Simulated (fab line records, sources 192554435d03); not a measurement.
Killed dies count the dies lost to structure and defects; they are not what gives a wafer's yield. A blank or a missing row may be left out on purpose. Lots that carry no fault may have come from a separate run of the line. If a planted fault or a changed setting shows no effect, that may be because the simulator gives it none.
Chamber matching :: flow n5-finfet :: 3 sister chambers for N5_BEOL_M4_ILD_DEP_00 on pecvd-02
The step deposits SiOC from DEMS/O2, target thk 79 nm, time 15.3 s. 6 wafers are shown with their chamber, then 12 later ones without.

EACH WAFER AND ITS CHAMBER
wafer: L086.6
chamber: 2
heater-power-w (W): 598
throttle-valve-pct (%): 11.8

wafer: L089.1
chamber: 1
heater-power-w (W): 424
throttle-valve-pct (%): 12.0

wafer: L089.4
chamber: 0
heater-power-w (W): 547
throttle-valve-pct (%): 11.8

wafer: L092.4
chamber: 1
heater-power-w (W): 461
throttle-valve-pct (%): 11.7

wafer: L092.5
chamber: 0
heater-power-w (W): 556
throttle-valve-pct (%): 11.8

wafer: L092.6
chamber: 2
heater-power-w (W): 581
throttle-valve-pct (%): 11.5

WAFERS WITHOUT THEIR CHAMBER
wafer: L095.1
heater-power-w (W): 568
throttle-valve-pct (%): 11.4

wafer: L095.3
heater-power-w (W): 568
throttle-valve-pct (%): 11.8

wafer: L095.5
heater-power-w (W): 447
throttle-valve-pct (%): 11.6

wafer: L094.1
heater-power-w (W): 471
throttle-valve-pct (%): 11.8

wafer: L094.2
heater-power-w (W): 503
throttle-valve-pct (%): 11.8

wafer: L094.3
heater-power-w (W): 453
throttle-valve-pct (%): 11.9

wafer: L094.4
heater-power-w (W): 518
throttle-valve-pct (%): 11.7

wafer: L094.5
heater-power-w (W): 453
throttle-valve-pct (%): 12.0

wafer: L094.6
heater-power-w (W): 493
throttle-valve-pct (%): 11.7

wafer: L096.1
heater-power-w (W): 545
throttle-valve-pct (%): 11.7

wafer: L096.5
heater-power-w (W): 556
throttle-valve-pct (%): 11.7

wafer: L096.6
heater-power-w (W): 554
throttle-valve-pct (%): 11.4

CHAMBER TAKEN BY EACH
wafer: L095.1
from the rows above: can't be placed: 2 or 0
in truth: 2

wafer: L095.3
from the rows above: can't be placed: 0 or 2
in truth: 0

wafer: L095.5
from the rows above: 1
in truth: 1

wafer: L094.1
from the rows above: 1
in truth: 1

wafer: L094.2
from the rows above: can't be placed: 0 or 1
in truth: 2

wafer: L094.3
from the rows above: 1
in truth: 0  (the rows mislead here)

wafer: L094.4
from the rows above: 0
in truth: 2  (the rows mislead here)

wafer: L094.5
from the rows above: 1
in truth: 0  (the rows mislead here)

wafer: L094.6
from the rows above: can't be placed: 1 or 0
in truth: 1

wafer: L096.1
from the rows above: can't be placed: 0 or 2
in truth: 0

wafer: L096.5
from the rows above: can't be placed: 0 or 2
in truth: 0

wafer: L096.6
from the rows above: can't be placed: 0 or 2
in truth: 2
2 of 12 placed correctly. Not placeable from these rows: 7 (in 6, the candidates include the true chamber). Number placed wrongly: 3.
How it was worked out, from the rows above alone: a wafer's distance from a chamber is the root of the sum, over the readings, of the square of ((its reading less the chamber's mean) divided by the reading's scatter). The wafer belongs to the nearest chamber; if the next one is less than 2 further off, it can't be placed. Each chamber's mean is taken over the wafers shown for it. How the scatter is found: for the shown wafers, subtract from each reading the mean of its chamber, square and add these, divide the total by (wafers less chambers), then take the root.
